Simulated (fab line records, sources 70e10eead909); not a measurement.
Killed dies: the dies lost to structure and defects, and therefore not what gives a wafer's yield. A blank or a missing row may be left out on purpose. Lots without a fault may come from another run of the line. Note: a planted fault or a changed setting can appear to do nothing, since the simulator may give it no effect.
Chamber matching :: flow nandHarc :: 4 sister chambers for NHARC_A_STAIRCASE_DESCUM_291 on rieDiel-01
The step chemistry O2, time 3 s. 14 wafers are shown with their chamber, then 7 later ones without.

WAFERS, EACH WITH ITS CHAMBER
wafer: L076.2
chamber: 3
drypumpMotorCurrentA (A): 5.1
showerheadPlenumPTorr (Torr): 1.78
throttleValvePct (%): 11.313

wafer: L076.5
chamber: 3
drypumpMotorCurrentA (A): 5.0
showerheadPlenumPTorr (Torr): 1.78
throttleValvePct (%): 11.322

wafer: L076.6
chamber: 0
drypumpMotorCurrentA (A): 5.6
showerheadPlenumPTorr (Torr): 1.84
throttleValvePct (%): 11.311

wafer: L080.2
chamber: 3
drypumpMotorCurrentA (A): 5.0
showerheadPlenumPTorr (Torr): 1.78
throttleValvePct (%): 11.316

wafer: L080.4
chamber: 0
drypumpMotorCurrentA (A): 5.6
showerheadPlenumPTorr (Torr): 1.84
throttleValvePct (%): 11.312

wafer: L080.5
chamber: 0
drypumpMotorCurrentA (A): 5.6
showerheadPlenumPTorr (Torr): 1.84
throttleValvePct (%): 11.310

wafer: L083.1
chamber: 3
drypumpMotorCurrentA (A): 5.0
showerheadPlenumPTorr (Torr): 1.78
throttleValvePct (%): 11.320

wafer: L083.2
chamber: 0
drypumpMotorCurrentA (A): 5.6
showerheadPlenumPTorr (Torr): 1.83
throttleValvePct (%): 11.316

wafer: L083.5
chamber: 2
drypumpMotorCurrentA (A): 5.4
showerheadPlenumPTorr (Torr): 1.81
throttleValvePct (%): 11.316

wafer: L089.2
chamber: 1
drypumpMotorCurrentA (A): 6.0
showerheadPlenumPTorr (Torr): 1.99
throttleValvePct (%): 11.312

wafer: L089.4
chamber: 2
drypumpMotorCurrentA (A): 5.4
showerheadPlenumPTorr (Torr): 1.80
throttleValvePct (%): 11.314

wafer: L089.5
chamber: 0
drypumpMotorCurrentA (A): 5.5
showerheadPlenumPTorr (Torr): 1.83
throttleValvePct (%): 11.315

wafer: L093.1
chamber: 1
drypumpMotorCurrentA (A): 6.0
showerheadPlenumPTorr (Torr): 1.99
throttleValvePct (%): 11.315

wafer: L093.4
chamber: 3
drypumpMotorCurrentA (A): 5.0
showerheadPlenumPTorr (Torr): 2.07
throttleValvePct (%): 11.323

SIGNATURES (means of the wafers above)
reading: drypumpMotorCurrentA
chamber 0: 5.580
chamber 1: 6.000
chamber 2: 5.400
chamber 3: 5.020
scatter within a chamber: 0.04

reading: showerheadPlenumPTorr
chamber 0: 1.8360
chamber 1: 1.9900
chamber 2: 1.8050
chamber 3: 1.8380
scatter within a chamber: 0.0821

reading: throttleValvePct
chamber 0: 11.31280
chamber 1: 11.31350
chamber 2: 11.31500
chamber 3: 11.31880
scatter within a chamber: 0.00323
Rule: for a wafer and a chamber, the distance is found by dividing, reading by reading, the gap between the wafer's reading and the chamber's mean by the reading's scatter, squaring, summing and taking the root. If the next closest chamber is less than 2 further off than the closest, the wafer can't be placed; otherwise it belongs to the closest. The scatter: take each reading less its chamber's mean, square it, sum over the shown wafers, divide by the number of wafers less the number of chambers, and take the root.

WAFERS MISSING THEIR CHAMBER
wafer: L093.5
drypumpMotorCurrentA (A): 5.6
showerheadPlenumPTorr (Torr): 1.83
throttleValvePct (%): 11.314

wafer: L091.1
drypumpMotorCurrentA (A): 5.0
showerheadPlenumPTorr (Torr): 2.07
throttleValvePct (%): 11.329

wafer: L091.2
drypumpMotorCurrentA (A): 5.6
showerheadPlenumPTorr (Torr): 1.83
throttleValvePct (%): 11.315

wafer: L091.3
drypumpMotorCurrentA (A): 5.4
showerheadPlenumPTorr (Torr): 1.80
throttleValvePct (%): 11.302

wafer: L095.2
drypumpMotorCurrentA (A): 5.0
showerheadPlenumPTorr (Torr): 2.07
throttleValvePct (%): 11.305

wafer: L095.5
drypumpMotorCurrentA (A): 5.9
showerheadPlenumPTorr (Torr): 1.98
throttleValvePct (%): 11.304

wafer: L095.6
drypumpMotorCurrentA (A): 5.0
showerheadPlenumPTorr (Torr): 2.07
throttleValvePct (%): 11.306

CHAMBER TAKEN BY EACH
wafer: L093.5
from the rows above: 0
in truth: 0

wafer: L091.1
from the rows above: 3
in truth: 3

wafer: L091.2
from the rows above: 0
in truth: 0

wafer: L091.3
from the rows above: can't be placed: 2 or 0
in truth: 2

wafer: L095.2
from the rows above: 3
in truth: 3

wafer: L095.5
from the rows above: 1
in truth: 1

wafer: L095.6
from the rows above: 3
in truth: 3
Correctly placed: 6 of 7. These rows do not allow placing 1 (true chamber among the candidates in 1). Placed wrongly: 0.
